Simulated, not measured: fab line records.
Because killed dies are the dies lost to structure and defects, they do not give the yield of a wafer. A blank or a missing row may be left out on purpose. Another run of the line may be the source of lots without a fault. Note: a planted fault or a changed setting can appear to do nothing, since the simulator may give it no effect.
Matching of chambers	flow n5_finfet	N5_BEOL_M3_DEP_57 on pecvd-04 has 3 sister chambers
The step deposits SiCN from 3MS/NH3, target thk 8 nm, time 14 s. 3 wafers are shown with their chamber, then 10 later ones without.

## WAFERS WITH THEIR CHAMBER
wafer	chamber	throttle_valve_pct (%)
L080.1	0	9.6
L086.4	1	10.9
L091.4	2	9.0

## WAFERS MISSING THEIR CHAMBER
wafer	throttle_valve_pct (%)
L091.5	11.0
L090.1	9.3
L090.3	11.1
L090.5	8.7
L093.3	9.2
L093.4	11.3
L093.6	9.3
L095.2	9.0
L095.4	11.1
L095.5	9.0

## EACH ONE'S CHAMBER
wafer	from the rows above	in truth
L091.5	1	1
L090.1	can't be placed: 0 or 2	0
L090.3	1	1
L090.5	2	2
L093.3	can't be placed: 2 or 0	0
L093.4	1	1
L093.6	can't be placed: 0 or 2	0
L095.2	2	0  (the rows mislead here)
L095.4	1	1
L095.5	2	2
Correct placement for 6 of the 10. Can't be placed from these rows: 3 (the true chamber is among the candidates in 3). 1 placed wrongly.
How it was worked out, from the rows above alone: a wafer's distance from a chamber is the root of the sum, over the readings, of the square of ((its reading less the chamber's mean) divided by the reading's scatter). If the next closest chamber is less than 2 further off than the closest, the wafer can't be placed; otherwise it belongs to the closest. A chamber's mean is the mean of its shown wafers. The scatter: with one shown wafer a chamber, the root of the mean of the squares of how far each hidden wafer lies from its nearest shown one.
